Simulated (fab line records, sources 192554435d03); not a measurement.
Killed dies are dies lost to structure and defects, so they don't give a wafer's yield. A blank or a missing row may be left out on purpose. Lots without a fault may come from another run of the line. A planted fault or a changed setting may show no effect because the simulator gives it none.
fab line records | flow n5_finfet
record lots=6 wafers=18 last_day=15
route steps=1938 shown BEOL_M1@788 BEOL_M4@1111 PASSIVATION@1936
lots that met no fault: from a run of the same line without faults
start_h: hours from the record's first day to the start of the lot's first wafer shown | wait_h: hours since the lot's step before | " the same as in the row above | L1.1+2: a row that stands for several wafers | - no value, or no start given | * or withheld: withheld | < > ~ a bound
route shown NAME@n: a module of which the file shows steps, and the number in the route of the first | usual: mean/standard deviation of fault-free wafers | same: alike in all rows | chamber/n: place in a boat | sites: the reading at each site | _std_site: their standard deviation | _edge_site: outer sites' mean less inner sites' | radius_mm: how far each site lies from the wafer's centre | mask NAME#n: copy n | behind: the tool/chamber that last shaped the wafer | hold: why the lot was held/for how many hours/how that ended | device: the transistor (n, p or np) that didn't switch | end of line: the same wafers' tests at the end of the route | a step without rows: its recipe alone | killed: dies lost to structure and defects at the first sort, not the wafer's yield | map: a wafer's dies, x killed, . not, _ none there
set.NAME: the setting as run; set.NAME@STEP: as run at that earlier step | model.NAME: the simulator's own value behind a step, which no gauge read
lots at some steps of the route; a table a step, a row a wafer
services: from which hour (start_h, from the record's first day; less than 0 if before it) a tool's chamber was out of use, for how many hours, and why
## steps
# step N5_BEOL_M1_INSPECT_30
# recipe mode=adi inspect_instrument=brightfield
# usual raw_defect_count=369/96
# columns lot.wafer tool chamber start_h wait_h raw_defect_count
L766.1 defect_inspect-02 - 126.90 0.1 340
L766.2 " - " " 333
L766.6 " - " " 258
L771.2 defect_inspect-01 - 156.20 0.0 387
L771.3 " - " " 340
L771.6 " - " " 410
L774.3 defect_inspect-01 - 175.62 0.0 542
L774.4 " - " " 603
L774.5 " - " " 627
L778.3 defect_inspect-02 - 196.54 0.0 355
L778.4 " - " " 380
L778.6 " - " " 428
L779.2 defect_inspect-01 - 203.08 0.0 383
L779.3 " - " " 400
L779.5 " - " " 304
L782.1 defect_inspect-02 - 215.26 0.1 498
L782.3 " - " " 350
L782.4 " - " " 515
# step N5_BEOL_M1_DESCUM_33
# recipe chemistry=O2 time_s=7 source_power_w=50 bias_power_w=20 pressure_mtorr=20 rf_frequency_hz=2.712e+07 temp_c=40 resist=CAR-EUV o2_flow_sccm=225
# usual drypump_motor_current_A=5.89/0.27 o2_flow_sccm=224.9/0.76 oes_product_au=0.78/0.083 rf_vpp_V=243.3/1.2 showerhead_plenum_p_Torr=2.10/0.056 throttle_valve_pct=20.37/0.25
# columns lot.wafer tool chamber start_h wait_h drypump_motor_current_A o2_flow_sccm oes_product_au rf_hours_counter_h rf_vpp_V showerhead_plenum_p_Torr throttle_valve_pct
L766.1 rie_diel-03 2 126.94 0.0 6.04 224.4 0.82 71 243.0 2.10 20.22
L766.2 " 1 " " 5.49 224.5 0.72 191 243.0 2.06 20.65
L766.6 " 1 " " 5.48 225.2 0.71 - 244.1 2.06 20.64
L771.2 rie_diel-03 1 156.23 0.0 5.44 223.1 0.71 199 242.4 2.06 20.66
L771.3 " 3 " " 5.84 224.1 0.71 217 244.8 2.17 20.42
L771.6 " 3 " " 5.83 225.3 0.69 - 244.9 2.17 20.42
L774.3 rie_diel-06 2 175.65 0.0 6.03 226.5 0.70 198 244.5 2.09 20.60
L774.4 " 0 " " 5.79 224.7 0.71 172 244.5 2.20 20.67
L774.5 " 2 " " 6.03 225.8 0.71 - 243.3 2.09 20.61
L778.3 rie_diel-06 0 196.57 0.0 5.79 224.1 0.71 177 244.4 2.20 20.67
L778.4 " 3 " " 5.79 225.2 0.71 218 241.7 2.08 20.83
L778.6 " 2 " " 6.03 225.7 0.71 - 242.9 2.09 20.61
L779.2 rie_diel-02 0 203.12 0.0 5.47 226.3 0.90 25 242.0 2.04 20.19
L779.3 " 2 " " 5.97 224.5 0.73 174 242.3 2.10 20.28
L779.5 " 2 " " 5.91 225.0 0.72 - 241.8 2.10 20.27
L782.1 rie_diel-02 1 215.29 0.0 5.97 224.6 0.82 74 245.5 2.18 20.03
L782.3 " 3 " " 6.15 224.2 0.90 22 242.2 2.05 20.17
L782.4 " 0 " " 5.49 225.6 0.90 29 242.9 2.03 20.21
# step N5_BEOL_M1_ETCH_77
# recipe chemistry=N2/H2 target=underlayer target_depth_a=65 mask_material=CAR-EUV time_s=5.2 ion_energy_ev=200 pressure_mtorr=30 source_w=840 bias_w=150 n2_flow_sccm=200 h2_flow_sccm=200 ends=cleared
# usual bias_w=150.0/0.44 drypump_motor_current_A=5.89/0.27 etch_rf_on_time_s=5.15/0.19 oes_product_au=0.67/0.067 rf_vpp_V=523.9/2.1 showerhead_plenum_p_Torr=2.55/0.074 throttle_valve_pct=17.78/0.23
# columns lot.wafer tool chamber start_h wait_h bias_w drypump_motor_current_A etch_rf_on_time_s oes_product_au rf_hours_counter_h rf_vpp_V showerhead_plenum_p_Torr throttle_valve_pct
L766.1 rie_diel-03 2 126.97 0.0 150.4 6.03 5.05 0.70 71 526.3 2.59 17.89
L766.2 " 1 " " 150.3 5.46 5.32 0.60 191 526.2 2.52 18.13
L766.6 " 1 " " 150.1 5.47 5.35 0.60 - 522.5 2.52 18.11
L771.2 rie_diel-03 1 156.26 0.0 150.0 5.47 5.30 0.60 199 523.0 2.52 18.12
L771.3 " 3 " " 149.7 5.84 5.27 0.62 217 527.6 2.63 17.78
L771.6 " 3 " " 150.4 5.83 5.28 0.61 - 526.1 2.63 17.78
L774.3 rie_diel-06 2 175.69 0.0 149.6 6.07 4.89 0.61 198 521.8 2.49 17.60
L774.4 " 0 " " 149.3 5.78 5.09 0.62 172 525.0 2.68 18.09
L774.5 " 2 " " 149.9 6.06 4.86 0.63 - 523.1 2.49 17.61
L778.3 rie_diel-06 0 196.61 0.0 149.8 5.80 5.23 0.62 177 524.7 2.67 18.08
L778.4 " 3 " " 149.7 5.80 5.63 0.58 218 524.6 2.51 18.12
L778.6 " 2 " " 150.6 6.06 4.93 0.62 - 521.5 2.49 17.61
L779.2 rie_diel-02 0 203.15 0.0 149.2 5.53 5.24 0.76 25 522.4 2.48 17.59
L779.3 " 2 " " 149.5 5.94 5.14 0.63 174 523.1 2.54 17.71
L779.5 " 2 " " 149.9 5.96 5.15 0.64 - 523.0 2.54 17.71
L782.1 rie_diel-02 1 215.32 0.0 150.4 6.00 5.02 0.71 74 525.5 2.67 17.52
L782.3 " 3 " " 150.3 6.15 4.99 0.78 22 522.1 2.51 17.78
L782.4 " 0 " " 151.0 5.49 5.20 0.76 29 520.7 2.47 17.59
# step N5_BEOL_M1_ETCH_69
# recipe chemistry=CF4 target=SiARC target_depth_a=156 mask_material=CAR-EUV time_s=26 ion_energy_ev=80 pressure_mtorr=40 source_w=545 bias_w=36 Ar_flow_sccm=100 cf4_flow_sccm=100 ends=cleared
# usual bias_w=36.00/0.11 drypump_motor_current_A=5.88/0.27 etch_rf_on_time_s=25.8/1.1 oes_product_au=0.67/0.068 rf_vpp_V=184.3/1.2 showerhead_plenum_p_Torr=2.15/0.052 throttle_valve_pct=15.58/0.21
# columns lot.wafer tool chamber start_h wait_h bias_w drypump_motor_current_A etch_rf_on_time_s oes_product_au rf_hours_counter_h rf_vpp_V showerhead_plenum_p_Torr throttle_valve_pct
L766.1 rie_diel-03 2 126.99 0.0 36.19 6.05 24.5 0.72 71 184.7 2.18 15.58
L766.2 " 1 " " 35.94 5.48 26.9 0.60 191 184.5 2.12 15.92
L766.6 " 1 " " 35.86 5.48 27.0 0.59 - 183.5 2.12 15.90
L771.2 rie_diel-03 1 156.28 0.0 36.13 5.47 26.8 0.60 199 183.4 2.12 15.94
L771.3 " 3 " " 35.90 5.84 26.4 0.61 217 184.7 2.20 15.55
L771.6 " 3 " " 35.86 5.86 26.3 0.61 - 183.8 2.20 15.54
L774.3 rie_diel-06 2 175.70 0.0 36.05 6.03 24.5 0.62 198 184.9 2.10 15.58
L774.4 " 0 " " 36.01 5.76 25.9 0.62 172 184.8 2.21 15.65
L774.5 " 2 " " 35.98 6.00 24.6 0.62 - 185.1 2.10 15.57
L778.3 rie_diel-06 0 196.62 0.0 35.84 5.79 25.9 0.62 177 186.7 2.21 15.65
L778.4 " 3 " " 36.16 5.76 27.4 0.59 218 183.8 2.14 16.01
L778.6 " 2 " " 36.05 6.04 24.5 0.62 - 185.6 2.10 15.59
L779.2 rie_diel-02 0 203.17 0.0 35.95 5.50 26.2 0.76 25 183.3 2.11 15.42
L779.3 " 2 " " 36.10 5.95 25.5 0.64 174 184.1 2.13 15.41
L779.5 " 2 " " 35.98 5.96 25.5 0.64 - 185.2 2.13 15.41
L782.1 rie_diel-02 1 215.34 0.0 36.02 5.98 25.0 0.71 74 184.4 2.25 15.37
L782.3 " 3 " " 36.17 6.14 24.2 0.78 22 184.2 2.11 15.37
L782.4 " 0 " " 35.95 5.51 26.3 0.76 29 182.7 2.11 15.45
# step N5_BEOL_M1_ALD_98
# recipe material=SiO2 target_thk_a=25 temp_c=100 ald_precursor_family=BDEAS ald_co_reactant=O2-plasma pulse_time_s=1 co_reactant_pulse_time_s=1 purge_time_s=2 co_reactant_purge_time_s=2 ald_cycles=17 pressure_torr=2
# step N5_BEOL_M1_ETCHBACK_99
# recipe chemistry=CHF3 target=SiO2 target_depth_a=50 time_s=10.4 source_w=215 bias_w=47 Ar_flow_sccm=200 CHF3_flow_sccm=12 ion_energy_ev=100 pressure_mtorr=30
# step N5_BEOL_M1_ETCH_70
# recipe chemistry=N2/H2 target=SOC target_depth_a=800 overetch_a=160 mask_material=SiARC temp_c=40 time_s=120 ion_energy_ev=200 pressure_mtorr=30 source_w=840 bias_w=150 n2_flow_sccm=200 h2_flow_sccm=200
# step N5_BEOL_M1_STRIP_71
# recipe chemistry=N2/H2 temp_c=40 n2_flow_sccm=200 h2_flow_sccm=200 rf_frequency_hz=6e+07
# step N5_BEOL_M1_STRIP_78
# recipe chemistry=N2/H2 temp_c=40 n2_flow_sccm=200 h2_flow_sccm=200 rf_frequency_hz=6e+07
# step N5_BEOL_M1_VIA_ETCH_34
# recipe chemistry=C4F6/O2 target_depth_a=678 mask_material=SOC pressure_mtorr=15 ion_energy_ev=250 taper_deg=4 time_s=64.4 source_w=350 bias_w=170 Ar_flow_sccm=300 C4F6_flow_sccm=10 O2_flow_sccm=10
# step N5_BEOL_M1_STRIP_83
# recipe chemistry=C4F6/O2 resist=SiARC rf_frequency_hz=6e+07
# step N5_BEOL_M1_STRIP_36
# recipe chemistry=N2/H2 power_w=450 temp_c=40 pressure_mtorr=20 rf_frequency_hz=6e+07 overash_fraction=0.3 bias_power_w=7 h2_frac=0.5 n2_flow_sccm=200 h2_flow_sccm=200
# usual drypump_motor_current_A=5.89/0.26 oes_product_au=0.77/0.08 rf_vpp_V=59.2/1.5 showerhead_plenum_p_Torr=2.54/0.074 throttle_valve_pct=23.57/0.26
# columns lot.wafer tool chamber start_h wait_h drypump_motor_current_A oes_product_au rf_hours_counter_h rf_vpp_V showerhead_plenum_p_Torr throttle_valve_pct
L766.1 rie_diel-03 1 127.88 0.0 5.52 0.71 191 59.7 2.52 23.81
L766.2 " 3 " " 5.88 0.71 209 60.9 2.63 23.54
L766.6 " 0 " " 5.74 0.78 - 59.6 2.42 23.51
L771.2 rie_diel-03 0 157.95 0.0 5.77 0.76 160 58.5 2.42 23.54
L771.3 " 2 " " 6.04 0.82 79 59.0 2.58 23.73
L771.6 " 1 " " 5.50 0.71 - 58.0 2.51 23.84
L774.3 rie_diel-03 0 179.82 0.0 5.74 0.76 166 58.2 2.42 23.56
L774.4 " 2 " " 6.05 0.80 84 61.4 2.58 23.75
L774.5 " 1 " " 5.49 0.69 - 58.4 2.51 23.85
L778.3 rie_diel-06 0 198.12 0.0 5.79 0.71 178 62.0 2.67 23.89
L778.4 " 2 " " 6.03 0.70 203 61.7 2.48 23.08
L778.6 " 3 " " 5.77 0.71 - 57.6 2.51 23.81
L779.2 rie_diel-02 2 206.91 0.0 5.95 0.74 175 59.6 2.53 23.44
L779.3 " 0 " " 5.51 0.91 26 58.7 2.47 23.50
L779.5 " 3 " " 6.15 0.90 - 60.4 2.51 23.78
L782.1 rie_diel-06 1 222.26 0.0 6.50 0.86 67 58.7 2.55 23.24
L782.3 " 2 " " 6.03 0.71 210 61.3 2.48 23.07
L782.4 " 0 " " 5.78 0.70 185 58.3 2.67 23.90
# step N5_BEOL_M1_TRENCH_ETCH_37
# recipe chemistry=C4F6/O2 target_depth_a=552.07 target=SiOC time_s=29 ion_energy_ev=250 pressure_mtorr=30 source_w=355 bias_w=185 Ar_flow_sccm=300 C4F6_flow_sccm=10 O2_flow_sccm=10
# usual bias_w=185.0/0.5 drypump_motor_current_A=5.89/0.27 oes_product_au=0.77/0.075 rf_vpp_V=660/26 showerhead_plenum_p_Torr=2.85/0.068 throttle_valve_pct=20.83/0.23
# columns lot.wafer tool chamber start_h wait_h bias_w drypump_motor_current_A oes_product_au rf_hours_counter_h rf_vpp_V showerhead_plenum_p_Torr throttle_valve_pct
L766.1 rie_diel-03 1 127.92 - 184.3 5.46 0.71 191 690 2.84 21.24
L766.2 " 3 " " 185.4 5.83 0.72 209 677 2.90 20.54
L766.6 " 0 " " 185.4 5.69 0.78 - 666 2.74 20.94
L771.2 rie_diel-03 0 157.99 - 198.1 5.73 0.78 160 706 2.74 20.94
L771.3 " 2 " " 198.2 6.03 0.82 79 649 2.89 20.85
L771.6 " 1 " " 198.8 5.48 0.70 - 727 2.83 21.23
L774.3 rie_diel-03 0 179.86 - 197.7 5.72 0.78 166 704 2.74 20.95
L774.4 " 2 " " 198.1 6.07 0.82 84 650 2.88 20.86
L774.5 " 1 " " 198.0 5.43 0.71 - 727 2.83 21.24
L778.3 rie_diel-06 0 198.16 - 184.6 5.81 0.72 178 667 2.93 20.82
L778.4 " 2 " " 184.6 6.04 0.71 203 656 2.78 20.71
L778.6 " 3 " " 185.1 5.77 0.69 - 653 2.83 21.22
L779.2 rie_diel-02 2 206.95 - 185.3 5.94 0.74 175 638 2.86 20.75
L779.3 " 0 " " 184.6 5.49 0.90 26 685 2.78 20.60
L779.5 " 3 " " 185.2 6.14 0.91 - 621 2.81 20.64
L782.1 rie_diel-06 1 222.30 - 184.9 6.51 0.83 67 693 2.91 20.70
L782.3 " 2 " " 184.2 6.04 0.71 210 656 2.78 20.73
L782.4 " 0 " " 184.4 5.82 0.71 185 667 2.93 20.81
# step N5_BEOL_M1_ETCH_41
# recipe chemistry=CH3F/O2 target=SiCN target_depth_a=319 taper_deg=2 time_s=57.8 ion_energy_ev=120 mask_material=TiN pressure_mtorr=30 source_w=395 bias_w=75 Ar_flow_sccm=150 CH3F_flow_sccm=30 O2_flow_sccm=20
# usual bias_w=75.02/0.21 drypump_motor_current_A=5.88/0.27 oes_product_au=0.77/0.075 rf_vpp_V=297.4/1.3 showerhead_plenum_p_Torr=2.01/0.051 throttle_valve_pct=16.30/0.23
# columns lot.wafer tool chamber start_h wait_h bias_w drypump_motor_current_A oes_product_au rf_hours_counter_h rf_vpp_V showerhead_plenum_p_Torr throttle_valve_pct
L766.1 rie_diel-03 1 - - 75.03 5.48 0.71 191 297.1 1.99 16.70
L766.2 " 3 " " 75.23 5.84 0.72 209 299.1 2.04 16.17
L766.6 " 0 " " 74.81 5.71 0.79 - 294.5 1.92 16.35
L771.2 rie_diel-03 0 - - 74.49 5.75 0.78 160 295.5 1.92 16.37
L771.3 " 2 " " 75.19 6.03 0.82 79 297.5 2.03 16.30
L771.6 " 1 " " 75.18 5.44 0.70 - 297.3 1.99 16.73
L774.3 rie_diel-03 0 - - 75.24 5.70 0.77 166 296.1 1.92 16.40
L774.4 " 2 " " 75.18 6.02 0.80 84 298.0 2.03 16.32
L774.5 " 1 " " 74.94 5.45 0.70 - 297.4 1.99 16.72
L778.3 rie_diel-06 0 - - 75.19 5.76 0.72 178 299.1 2.07 16.37
L778.4 " 2 " " 75.15 6.04 0.72 203 298.0 1.96 16.29
L778.6 " 3 " " 74.86 5.78 0.69 - 296.7 1.99 16.67
L779.2 rie_diel-02 2 - - 74.99 5.95 0.73 175 298.4 2.01 16.22
L779.3 " 0 " " 75.09 5.49 0.89 26 296.1 1.95 16.03
L779.5 " 3 " " 75.12 6.10 0.89 - 298.1 1.97 16.03
L782.1 rie_diel-06 1 - - 75.00 6.50 0.84 67 297.8 2.05 16.10
L782.3 " 2 " " 75.02 6.03 0.72 210 297.0 1.95 16.31
L782.4 " 0 " " 74.91 5.76 0.72 185 298.2 2.06 16.38
# step N5_BEOL_M4_RC_MEAS_101
# usual DIBL_N=36.8/2.2 DIBL_P=37.1/2.8 IOFF_N=0.17/0.04 IOFF_P=0.22/0.049 ION_N=672/16 ION_P=460/9.2 SS_N=71.6/0.69 SS_P=73.5/0.78 VT_N=249/3.6 VT_P=-250/3.9
# columns lot.wafer tool chamber start_h wait_h DIBL_N[mV/V] DIBL_P[mV/V] IOFF_N[nA/um] IOFF_P[nA/um] ION_N[uA/um] ION_P[uA/um] SS_N[mV/dec] SS_P[mV/dec] VT_N[mV] VT_P[mV]
L766.1 prober-01 0 158.57 0.0 39.2 38.3 0.20 0.22 666 451 72.8 74.1 248 -253
L766.2 " 0 " " 38.9 38.0 0.20 0.22 691 468 71.9 73.4 245 -251
L766.6 " 0 " " 38.0 37.4 0.19 0.21 694 462 71.5 73.3 247 -253
L771.2 prober-02 0 196.76 0.2 34.7 34.7 0.13 0.22 652 454 70.3 72.3 254 -249
L771.3 " 0 " " 34.8 34.4 0.13 0.19 671 466 71.0 73.3 253 -251
L771.6 " 0 " " 34.3 33.0 0.13 0.17 672 461 70.5 72.7 252 -252
L774.3 prober-02 0 210.32 0.3 41.3 43.8 0.27 0.35 683 468 72.4 75.0 244 -243
L774.4 " 0 " " 40.1 42.0 0.23 0.30 700 476 72.5 74.5 246 -247
L774.5 " 0 " " 36.8 37.5 0.15 0.22 657 457 71.3 73.8 252 -248
L778.3 prober-02 0 235.72 0.3 38.3 39.0 0.21 0.25 701 472 72.8 73.5 246 -247
L778.4 " 0 " " 35.1 34.1 0.13 0.17 660 452 70.9 72.4 252 -254
L778.6 " 0 " " 36.6 37.5 0.19 0.21 703 470 71.9 73.9 247 -253
L779.2 prober-02 0 243.13 0.2 37.8 37.5 0.17 0.25 672 468 71.8 73.9 251 -245
L779.3 " 0 " " 38.4 37.4 0.19 0.26 664 459 72.2 73.3 249 -245
L779.5 " 0 " " 39.6 39.7 0.21 0.31 671 466 72.1 74.4 250 -244
L782.1 prober-02 0 260.80 0.0 34.7 37.0 0.14 0.20 686 469 70.7 72.9 252 -249
L782.3 " 0 " " 36.4 37.2 0.20 0.21 660 456 73.3 73.3 250 -251
L782.4 " 0 " " 33.1 33.6 0.11 0.15 639 441 71.2 72.1 255 -252
# step N5_PASSIVATION_PROBE_49
# usual defect_limited_yield=91.1/1.5 killed_at_M0_to_M3=35/11 killed_at_M4_up=13/5.7 killed_at_contacts=12/5.7 killed_at_front_end=40/11 killed_at_other=4/4.4 killed_dies=105/18 killed_open=68/14 killed_short=34/7.4 sort_bin_5_function=5.2/1 sort_bin_6_memory=3.3/0.67 sort_bin_8_speed=0.04/0.29 sort_n_pass=1074/18 sort_yield_pct=91.0/1.5
# same gross_dies=1180 killed_at_back_side=0 sort_bin_4_leakage[%]=0
# columns lot.wafer tool chamber start_h wait_h defect_limited_yield[%] killed_at_M0_to_M3 killed_at_M4_up killed_at_contacts killed_at_front_end killed_at_other killed_dies killed_open killed_short sort_bin_5_function[%] sort_bin_6_memory[%] sort_bin_8_speed[%] sort_n_pass sort_yield_pct[%]
L778.3 prober-01 - 327.58 0.1 92.7 35 7 8 34 2 86 61 25 4.0 3.1 0 1094 92.7
L778.4 prober-01 - 327.63 0.2 92.6 34 4 6 42 1 87 51 33 3.9 3.1 0 1093 92.6
L778.6 prober-01 - 327.73 0.3 92.6 27 21 13 23 3 87 61 23 3.8 3.4 0 1093 92.6
L779.2 prober-02 - 345.91 0.4 91.3 25 10 11 56 1 103 67 33 4.7 3.7 0 1077 91.3
L779.3 prober-02 - 345.96 0.4 91.6 32 19 4 39 5 99 75 24 4.6 3.6 0 1081 91.6
L779.5 prober-02 - 346.06 0.5 91.4 40 21 14 23 4 102 63 34 4.2 3.6 0 1078 91.4
# killed by level:class
L778.3 FIN_SAQP:geometric_particle:open=9 BEOL_M0_SAQP:geometric_particle:open=9 BEOL_M0_SAQP:geometric_particle:short=7 STI_FIN_REVEAL:geometric_particle:open=6 MOL_CONTACT_COAG:geometric_particle:open=6 BEOL_M2:geometric_particle:open=6 BEOL_M1:geometric_particle:open=5 FIN_SAQP:geometric_particle:short=4
L778.4 FIN_SAQP:geometric_particle:open=12 BEOL_M1:geometric_particle:open=11 BEOL_M0_SAQP:geometric_particle:short=8 BEOL_M0_SAQP:geometric_particle:open=6 GATE_CUT:geometric_particle:short=5 FIN_SAQP:geometric_particle:short=4 MOL_CONTACT_COAG:geometric_particle:open=4 STI_FIN_REVEAL:geometric_particle:open=3
L778.6 BEOL_M0_SAQP:geometric_particle:open=12 BEOL_M4:geometric_particle:open=12 MOL_CONTACT_COAG:geometric_particle:open=9 FIN_SAQP:geometric_particle:open=6 BEOL_M0_SAQP:geometric_particle:short=5 MOL_CONTACT_COAG:geometric_particle:short=4 BEOL_M1:geometric_particle:open=4 STARTING-WAFER:geometric_particle:short=3
L779.2 STI_FIN_REVEAL:geometric_particle:open=25 MOL_CONTACT_COAG:geometric_particle:open=8 BEOL_M0_SAQP:geometric_particle:open=8 BEOL_M0_SAQP:geometric_particle:short=7 GATE_CUT:geometric_particle:short=5 FIN_SAQP:geometric_particle:short=4 FIN_SAQP:geometric_particle:open=4 BEOL_M2:geometric_particle:open=4
L779.3 STI_FIN_REVEAL:geometric_particle:open=16 BEOL_M4:geometric_particle:open=11 BEOL_M0_SAQP:geometric_particle:open=10 BEOL_M3:geometric_particle:open=9 FIN_SAQP:geometric_particle:open=6 GATE_CUT:geometric_particle:short=4 BEOL_M2:geometric_particle:open=4 MOL_CONTACT_COAG:geometric_particle:open=3
L779.5 BEOL_M0_SAQP:geometric_particle:short=15 MOL_CONTACT_COAG:geometric_particle:open=12 BEOL_M0_SAQP:geometric_particle:open=10 BEOL_M3:geometric_particle:open=7 BEOL_M5:geometric_particle:open=6 FIN_SAQP:geometric_particle:open=5 DUMMY_GATE:geometric_particle:open=5 BEOL_M4:geometric_particle:open=5
## services
# columns tool chamber start_h hours kind
rie_diel-02 0 119.54 - clean
rie_diel-02 0 119.54 - consumable_replace:focus_ring
rie_diel-02 0 119.54 13.2 scheduled_down
rie_diel-02 0 119.54 13.2 vent_cycle
rie_diel-02 3 133.06 - clean
rie_diel-02 3 133.06 - consumable_replace:focus_ring
rie_diel-02 3 133.06 21.0 scheduled_down
rie_diel-02 3 133.06 21.0 vent_cycle
rie_diel-03 - 220.73 0.9 repair
## key
first_sign step=N5_BEOL_M1_TRENCH_ETCH_37 reading=bias_w direction=up sigmas=26 usual=* struck=*
effect none on later readings
met_at N5_BEOL_M1_TRENCH_ETCH_37
struck_wafers L771.2,L771.3,L771.6,L774.3,L774.4,L774.5
baseline_loss step=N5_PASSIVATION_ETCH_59 wafers=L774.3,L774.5
onset_between 127.92 157.99
fault kind=process_parameter_drift tool=rie_diel-03 chamber=- onset_h=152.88 steps=N5_BEOL_M1_TRENCH_ETCH_37 channel=bias_w offset=* shape=step end_h=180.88 acts_in=* stated=*
# baseline_loss: these wafers lose ten dies or more at that step, a loss of the line's own and not of a fault; the sort's usual values leave them out
